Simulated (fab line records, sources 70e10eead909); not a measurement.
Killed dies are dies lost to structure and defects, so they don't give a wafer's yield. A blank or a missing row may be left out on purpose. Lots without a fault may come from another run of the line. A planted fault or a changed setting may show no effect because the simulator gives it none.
A struck lot beside a sound one | flow nand_harc | 17 steps out of a route of 1159
Sound: wafers L785.3, L785.5, L785.6. Struck: wafers L788.1, L788.2. (L788.4 of the same lot was not struck and is left out.) The cause comes at the end.
At each step with rows: each side's tool, then ch and its chambers, then its first start. Under that, the readings that differ: sound wafers | struck wafers | difference of the means | sigmas: that difference in standard deviations of wafers without a fault.
alike: readings whose means differ by less than 2 such deviations, and words and numbers that are the same on both sides. not compared: withheld readings, readings that some wafer has no value for, bounds like >300 that may hide the same value, and numbers for which the record gives no deviation and whose values overlap.
The two part at a step that has a row with sigmas, a row that says differs or no value, or rows on one side only. Numbers that don't overlap but have no deviation are shown without sigmas and don't part them. A reading that every wafer of one side lacks parts them only if that side has two wafers or more.

NHARC_P_M0_OVL_MEAS_10: pitch 180 nm.
  sound on overlay-01, day 7 14:50; struck on overlay-01, day 8 01:33
  reading           | sound       | struck    | difference | sigmas
  overlay_x_nm (nm) | 0.4 0.4 0.2 | -2.0 -1.7 | -2.2       | -3
  alike: overlay_y_nm
NHARC_P_M0_INSPECT_11:
  sound on defect_inspect-02, day 7 14:53; struck on defect_inspect-01, day 8 01:35
  alike: raw_defect_count
NHARC_P_M0_DESCUM_14: chemistry O2, time 3 s.
  sound on rie_diel-05 ch 0,1,3, day 7 14:58; struck on rie_diel-02 ch 2,3, day 8 01:39
  reading                | sound                | struck        | difference | sigmas
  throttle_valve_pct (%) | 11.321 11.304 11.334 | 11.305 11.294 | -0.020     | -2
  alike: drypump_motor_current_A, oes_product_au, rf_vpp_V, showerhead_plenum_p_Torr
  not compared: rf_hours_counter_h
NHARC_P_M0_ETCH_34: etches the open film in N2/H2, target depth 40 nm, overetch 12 nm, time 43.94 s.
  sound on rie_diel-05 ch 2,3, day 7 15:02; struck on rie_diel-02 ch 2,3, day 8 01:44
  alike: drypump_motor_current_A, oes_product_au, rf_vpp_V, showerhead_plenum_p_Torr, throttle_valve_pct
  not compared: rf_hours_counter_h
then, 1 step without rows for these wafers: NHARC_P_M0_ETCH_15 (etches the open film in C4F8/Ar, target depth 150 nm, overetch 15 nm, time 82.5 s).
NHARC_P_M0_CD_MEAS_16:
  sound on cd_sem-01, day 7 15:15; struck on cd_sem-03, day 8 01:57
  alike: cd_nm
NHARC_P_M0_STRIP_18: strips in N2/H2.
  sound on rie_diel-05 ch 1,2,3, day 7 15:23; struck on rie_diel-10 ch 2,3, day 8 02:04
  reading                     | sound       | struck  | difference | sigmas
  drypump_motor_current_A (A) | 5.2 6.2 5.2 | 6.4 6.5 | +0.9       | +2
  alike: oes_product_au, power_w, rf_vpp_V, showerhead_plenum_p_Torr, throttle_valve_pct
  not compared: rf_hours_counter_h
then, 2 steps without rows for these wafers: NHARC_P_M0_STRIP_19 (strips in post etch residue remover, time 600 s); NHARC_P_M0_DEGAS_28 (time 60 s).
NHARC_P_M0_PRE_CLEAN_29: time 30 s.
  sound on pvd_sputter-03; struck on pvd_sputter-03
  alike: heater_power_w
NHARC_P_M0_PVD_20: deposits TaN, target thk 5 nm, time 8.06 s.
  sound on pvd_sputter-03; struck on pvd_sputter-03
  alike: throttle_valve_pct
then, 1 step without rows for these wafers: NHARC_P_M0_PVD_21 (deposits Cu, target thk 30 nm, time 20.49 s).
NHARC_P_M0_ECD_22: material Cu, target thk 400 nm.
  sound on ecd_cu-02 ch 0,1, day 7 16:20; struck on ecd_cu-02 ch 0,1, day 8 02:59
  alike: bath_temp_c
then, 1 step without rows for these wafers: NHARC_P_M0_ANNEAL_30 (time 90 s).
NHARC_P_M0_CMP_23: polishes, t overpolish 20 s, target thk 117.53 nm.
  sound on cmp-01 ch 0,1,2, day 7 17:02; struck on cmp-03 ch 1,3, day 8 03:44
  reading                | sound          | struck    | difference | sigmas
  time_to_endpoint_s (s) | 27.8 28.5 28.1 | 45.9 41.1 | +15.4      | +7
  alike: edge_zone_pressure_frac, motor_current_A
NHARC_P_M0_THK_MEAS_24: measures by xrf.
  sound on film_metro-01, day 7 17:17; struck on film_metro-02, day 8 04:01
  alike: thk_nm
then, 1 step without rows for these wafers: NHARC_END_SORT_01.

WHERE THEY PART
First at NHARC_P_M0_OVL_MEAS_10; last, within this record, at NHARC_P_M0_CMP_23. Later steps at which nothing parts them and some readings are alike: NHARC_P_M0_THK_MEAS_24.

WHY: what the simulator had put in
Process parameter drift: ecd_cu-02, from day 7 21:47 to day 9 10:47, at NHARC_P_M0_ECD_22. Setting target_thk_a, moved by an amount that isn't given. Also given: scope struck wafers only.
